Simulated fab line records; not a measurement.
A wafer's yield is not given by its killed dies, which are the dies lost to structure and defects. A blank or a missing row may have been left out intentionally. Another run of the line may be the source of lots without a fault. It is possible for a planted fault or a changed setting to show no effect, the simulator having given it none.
fab line records ; flow n5_finfet
record lots=11; wafers=33; last_day=19
route steps=1938 shown BEOL_M4@1087 BEOL_M5@1114
lots that met no fault: from a run of the same line without faults
start_h: start of the lot's first displayed wafer, in hours after the record's first day ; wait_h: hours from the lot's prior step to this one ; " as in the row above ; L1.1+2: several wafers, shown together as one row ; - no value present, or no start provided ; * or withheld: withheld ; < > ~ a bound
route shown NAME@n: names a module that has steps shown in the file, with the first one's number in the route ; usual: the fault-free wafers' mean and standard deviation ; same: alike in all rows ; chamber/n: place in a boat ; sites: readings site by site ; _std_site: standard deviation across them ; _edge_site: outer sites' mean less inner sites' ; radius_mm: how far each site lies from the wafer's centre ; mask NAME#n: copy n ; behind: tool/chamber where the wafer was last shaped ; hold: why the lot was held/for how many hours/how that ended ; device: names the non-switching transistor (n, p or np) ; end of line: the same wafers' tests at the end of the route ; for a step that has no rows: nothing shown but its recipe ; killed: count of dies lost to structure and defects at first sort (not the wafer's yield) ; map: shows each die of a wafer: x if killed, . if not, _ if none is there
set.NAME: the run value of the setting; set.NAME@STEP: its run value at that earlier step ; model.NAME: the simulator's own value behind a step, which no gauge read
steps of the route over a sample of lots; a table a step, a row a wafer
services: from which hour (start_h, from the record's first day; less than 0 if before it) a tool's chamber was out of use, for how many hours, and why
## steps
# step N5_BEOL_M4_ANNEAL_80
# recipe temp_c=400; time_s=240; ambient=vacuum
# usual heater_power_w=842/83
lot.wafer;tool;chamber;start_h;wait_h;heater_power_w
L768.2;pvd_sputter-02;-;200.32;0.0;858
L768.5;pvd_sputter-02;-;200.32;0.0;781
L768.6;pvd_sputter-02;-;200.32;0.0;1014
L771.2;pvd_sputter-02;-;210.50;0.0;1003
L771.3;pvd_sputter-02;-;210.50;0.0;901
L771.6;pvd_sputter-02;-;210.50;0.0;913
L773.1;pvd_sputter-01;-;220.33;0.0;811
L773.4;pvd_sputter-01;-;220.33;0.0;832
L773.5;pvd_sputter-01;-;220.33;0.0;726
L774.1;pvd_sputter-03;-;223.89;0.0;729
L774.3;pvd_sputter-03;-;223.89;0.0;807
L774.6;pvd_sputter-03;-;223.89;0.0;933
L775.3;pvd_sputter-03;-;234.16;0.0;747
L775.5;pvd_sputter-03;-;234.16;0.0;788
L775.6;pvd_sputter-03;-;234.16;0.0;720
L776.3;pvd_sputter-01;-;235.90;0.0;855
L776.5;pvd_sputter-01;-;235.90;0.0;843
L776.6;pvd_sputter-01;-;235.90;0.0;801
L783.1;pvd_sputter-02;-;280.92;0.0;993
L783.5;pvd_sputter-02;-;280.92;0.0;768
L783.6;pvd_sputter-02;-;280.92;0.0;901
L786.1;pvd_sputter-01;-;297.46;0.0;850
L786.3;pvd_sputter-01;-;297.46;0.0;705
L786.5;pvd_sputter-01;-;297.46;0.0;704
L790.2;pvd_sputter-01;-;316.14;0.0;843
L790.3;pvd_sputter-01;-;316.14;0.0;723
L790.6;pvd_sputter-01;-;316.14;0.0;708
L789.1;pvd_sputter-03;-;323.60;0.0;736
L789.4;pvd_sputter-03;-;323.60;0.0;948
L789.5;pvd_sputter-03;-;323.60;0.0;728
L791.3;pvd_sputter-02;-;325.29;0.0;777
L791.4;pvd_sputter-02;-;325.29;0.0;888
L791.5;pvd_sputter-02;-;325.29;0.0;771
# step N5_BEOL_M5_THK_MEAS_01
# recipe reads=SiCOH_lowk_of_BEOL_M5_ILD_DEP_00
# usual M5_ILD_THK=120.7/1.8
lot.wafer;tool;chamber;start_h;wait_h;M5_ILD_THK[nm]
L768.2;film_metro-01;-;204.57;0.4;117.2
L768.5;film_metro-01;-;204.57;0.4;120.5
L768.6;film_metro-01;-;204.57;0.4;118.7
L771.2;film_metro-02;-;214.65;0.4;120.8
L771.3;film_metro-02;-;214.65;0.4;121.2
L771.6;film_metro-02;-;214.65;0.4;120.7
L773.1;film_metro-02;-;224.92;0.8;119.1
L773.4;film_metro-02;-;224.92;0.8;119.6
L773.5;film_metro-02;-;224.92;0.8;121.7
L774.1;film_metro-02;-;227.99;0.4;123.0
L774.3;film_metro-02;-;227.99;0.4;119.9
L774.6;film_metro-02;-;227.99;0.4;123.3
L775.3;film_metro-01;-;238.90;0.5;121.4
L775.5;film_metro-01;-;238.90;0.5;120.1
L775.6;film_metro-01;-;238.90;0.5;120.8
L776.3;film_metro-01;-;240.00;0.3;119.9
L776.5;film_metro-01;-;240.00;0.3;123.5
L776.6;film_metro-01;-;240.00;0.3;124.8
L783.1;film_metro-02;-;285.30;0.7;122.3
L783.5;film_metro-02;-;285.30;0.7;123.4
L783.6;film_metro-02;-;285.30;0.7;120.3
L786.1;film_metro-01;-;303.14;0.4;117.1
L786.3;film_metro-01;-;303.14;0.4;119.5
L786.5;film_metro-01;-;303.14;0.4;119.9
L790.2;film_metro-01;-;321.19;0.4;119.8
L790.3;film_metro-01;-;321.19;0.4;121.7
L790.6;film_metro-01;-;321.19;0.4;122.4
L789.1;film_metro-01;-;328.32;0.8;117.6
L789.4;film_metro-01;-;328.32;0.8;119.7
L789.5;film_metro-01;-;328.32;0.8;119.4
L791.3;film_metro-02;-;329.39;0.3;119.2
L791.4;film_metro-02;-;329.39;0.3;122.4
L791.5;film_metro-02;-;329.39;0.3;121.2
# step N5_BEOL_M5_PECVD_70
# recipe material=SiO2; target_thk_a=160; temp_c=400; precursor=TEOS/O2; pressure_torr=5.5; rf_w=450; teos_flow_sccm=53.8; gas=O2; flow_sccm=3000; time_s=18
# usual heater_power_w=651/54; showerhead_plenum_p_Torr=8.77/0.055; susceptor_temp_C=399.98/0.2; throttle_valve_pct=22.6/0.73
lot.wafer;tool;chamber;start_h;wait_h;heater_power_w;showerhead_plenum_p_Torr;susceptor_temp_C;throttle_valve_pct
L768.2;pecvd-04;1;204.61;0.0;600;8.88;399.81;22.8
L768.5;pecvd-04;1;204.61;0.0;594;8.88;399.74;22.6
L768.6;pecvd-04;0;204.61;0.0;615;8.74;399.63;22.4
L771.2;pecvd-04;1;214.69;0.0;602;8.89;399.93;22.7
L771.3;pecvd-04;1;214.69;0.0;596;8.88;399.88;23.0
L771.6;pecvd-04;1;214.69;0.0;605;8.89;399.62;22.8
L773.1;pecvd-03;0;224.96;0.0;611;8.79;400.25;22.8
L773.4;pecvd-03;1;224.96;0.0;716;8.80;400.31;22.7
L773.5;pecvd-03;0;224.96;0.0;613;8.77;400.21;22.7
L774.1;pecvd-02;1;228.03;0.0;643;8.79;399.82;24.4
L774.3;pecvd-02;2;228.03;0.0;702;8.76;400.11;21.8
L774.6;pecvd-02;1;228.03;0.0;646;8.77;399.91;24.1
L775.3;pecvd-03;0;238.94;0.0;681;8.78;400.03;22.5
L775.5;pecvd-03;0;238.94;0.0;683;8.78;399.72;22.9
L775.6;pecvd-03;1;238.94;0.0;709;8.80;400.02;22.7
L776.3;pecvd-03;1;240.03;0.0;772;8.80;400.07;22.4
L776.5;pecvd-03;0;240.03;0.0;655;8.79;400.14;22.8
L776.6;pecvd-03;2;240.03;0.0;696;8.75;399.60;21.6
L783.1;pecvd-04;1;285.34;0.0;632;8.87;392.61;22.8
L783.5;pecvd-04;1;285.34;0.0;630;8.91;392.54;22.6
L783.6;pecvd-04;0;285.34;0.0;569;8.75;392.71;22.2
L786.1;pecvd-04;2;303.18;0.0;619;8.77;392.46;21.4
L786.3;pecvd-04;1;303.18;0.0;631;8.87;393.05;22.5
L786.5;pecvd-04;2;303.18;0.0;607;8.78;392.55;21.8
L790.2;pecvd-03;0;321.25;0.1;612;8.80;399.92;23.1
L790.3;pecvd-03;2;321.25;0.1;695;8.76;400.02;21.6
L790.6;pecvd-03;1;321.25;0.1;684;8.78;399.79;22.6
L789.1;pecvd-03;2;328.36;0.0;635;8.78;399.47;21.6
L789.4;pecvd-03;2;328.36;0.0;640;8.75;399.78;21.8
L789.5;pecvd-03;1;328.36;0.0;672;8.80;399.67;22.8
L791.3;pecvd-03;2;329.42;0.0;666;8.74;400.06;21.9
L791.4;pecvd-03;2;329.42;0.0;660;8.73;399.98;22.0
L791.5;pecvd-03;1;329.42;0.0;802;8.80;399.91;22.5
# step N5_BEOL_M5_DESCUM_16
# recipe chemistry=O2; time_s=7; source_power_w=50; bias_power_w=20; pressure_mtorr=20; rf_frequency_hz=2.712e+07; temp_c=40; resist=CAR-EUV; o2_flow_sccm=225
# usual drypump_motor_current_A=5.7/0.54; o2_flow_sccm=225.0/0.6; oes_product_au=0.79/0.069; rf_vpp_V=243.0/1.3; showerhead_plenum_p_Torr=2.10/0.059; throttle_valve_pct=20.45/0.27
lot.wafer;tool;chamber;start_h;wait_h;drypump_motor_current_A;o2_flow_sccm;oes_product_au;rf_hours_counter_h;rf_vpp_V;showerhead_plenum_p_Torr;throttle_valve_pct
L768.2;rie_diel-01;0;206.61;0.0;6.0;226.2;0.71;181;242.7;2.11;20.80
L768.5;rie_diel-01;1;206.61;0.0;5.8;225.3;0.71;-;240.8;2.00;20.64
L768.6;rie_diel-01;0;206.61;0.0;6.0;225.6;0.70;-;243.2;2.11;20.80
L771.2;rie_diel-06;1;218.21;0.0;5.2;223.9;0.90;21;243.8;2.14;20.48
L771.3;rie_diel-06;0;218.21;0.0;6.6;224.2;0.88;43;243.1;2.13;19.82
L771.6;rie_diel-06;1;218.21;0.0;5.2;224.6;0.90;-;243.7;2.14;20.49
L773.1;rie_diel-03;3;227.09;0.1;4.7;224.7;0.75;145;241.9;2.02;20.54
L773.4;rie_diel-03;2;227.09;0.1;5.0;225.5;0.78;103;243.4;2.13;20.52
L773.5;rie_diel-03;3;227.09;0.1;4.7;225.0;0.76;-;243.2;2.02;20.53
L774.1;rie_diel-06;0;229.19;0.0;6.6;225.5;0.89;46;243.9;2.12;19.83
L774.3;rie_diel-06;2;229.19;0.0;6.0;225.2;0.75;170;243.3;2.16;20.25
L774.6;rie_diel-06;2;229.19;0.0;6.0;225.7;0.74;-;244.7;2.16;20.24
L775.3;rie_diel-03;1;239.90;0.0;5.0;224.8;0.81;113;241.4;2.02;20.73
L775.5;rie_diel-03;0;239.90;0.0;5.5;224.6;0.89;-;243.5;2.13;20.29
L775.6;rie_diel-03;1;239.90;0.0;5.0;224.7;0.81;-;240.8;2.02;20.73
L776.3;rie_diel-03;0;242.96;0.0;5.5;224.9;0.89;32;242.6;2.13;20.28
L776.5;rie_diel-03;0;242.96;0.0;5.5;224.5;0.89;-;244.1;2.13;20.30
L776.6;rie_diel-03;1;242.96;0.0;5.0;225.5;0.81;-;241.3;2.02;20.73
L783.1;rie_diel-06;1;287.90;2.0;5.2;224.5;0.87;44;245.5;2.13;20.53
L783.5;rie_diel-06;1;287.90;2.0;5.2;224.6;0.88;-;243.1;2.13;20.53
L783.6;rie_diel-06;0;287.90;2.0;6.6;224.6;0.86;-;243.9;2.12;19.86
L786.1;rie_diel-01;1;304.89;0.0;5.8;225.2;0.69;230;241.0;1.99;20.69
L786.3;rie_diel-01;3;304.89;0.0;6.2;225.4;0.82;80;241.7;2.04;20.18
L786.5;rie_diel-01;0;304.89;0.0;6.0;225.9;0.68;-;243.5;2.09;20.85
L790.2;rie_diel-06;1;322.74;0.1;5.2;224.1;0.85;57;243.7;2.13;20.55
L790.3;rie_diel-06;2;322.74;0.1;6.0;224.4;0.72;199;242.5;2.15;20.28
L790.6;rie_diel-06;1;322.74;0.1;5.2;225.5;0.84;-;243.1;2.13;20.54
L789.1;rie_diel-01;2;331.28;0.0;5.8;225.5;0.74;147;243.9;2.20;20.62
L789.4;rie_diel-01;0;331.28;0.0;6.0;225.2;0.69;220;243.6;2.09;20.86
L789.5;rie_diel-01;1;331.28;0.0;5.8;225.5;0.68;-;241.8;1.99;20.69
L791.3;rie_diel-01;0;331.51;0.2;6.0;225.4;0.68;220;242.2;2.09;20.85
L791.4;rie_diel-01;3;331.51;0.2;6.3;223.5;0.82;88;243.5;2.03;20.19
L791.5;rie_diel-01;2;331.51;0.2;5.8;225.4;0.74;-;244.5;2.19;20.58
## services
tool;chamber;start_h;hours;kind
pecvd-03;-;193.06;0.3;repair
pecvd-04;0;196.07;5.5;scheduled_down
pecvd-03;1;201.03;2.1;scheduled_down
pecvd-02;1;202.50;1.8;repair
pecvd-03;2;203.21;-;clean
pecvd-03;2;203.21;-;consumable_replace:showerhead
pecvd-03;2;203.21;29.0;scheduled_down
pecvd-03;2;203.21;29.0;vent_cycle
pecvd-04;0;207.47;14.5;repair
pecvd-04;2;215.50;5.5;scheduled_down
pecvd-02;2;219.65;2.1;scheduled_down
rie_diel-06;2;224.10;3.8;repair
pecvd-03;0;226.34;12.3;repair
pecvd-02;-;240.29;0.7;repair
pecvd-02;2;245.18;15.3;repair
rie_diel-03;2;257.70;2.6;repair
pvd_sputter-01;-;272.01;0.5;repair
pecvd-02;2;276.32;5.5;scheduled_down
rie_diel-03;-;281.46;14.6;pm
pecvd-02;1;291.84;19.8;repair
pecvd-03;0;308.66;4.7;repair
## key
first_sign step=N5_BEOL_M5_PECVD_70; reading=susceptor_temp_C; direction=down; sigmas=36; usual=*; struck=*
effect none on later readings
met_at N5_BEOL_M5_PECVD_70
struck_lots L783,L786
not_acting_at N5_BEOL_M4_ANNEAL_80,N5_BEOL_M5_THK_MEAS_01,N5_BEOL_M5_DESCUM_16
onset_between 214.69 285.34
fault kind=process_parameter_drift; tool=pecvd-04; chamber=-; onset_h=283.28; steps=N5_BEOL_M5_PECVD_70; channel=temp_c; offset=*; shape=step; end_h=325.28; acts_in=*; stated=*
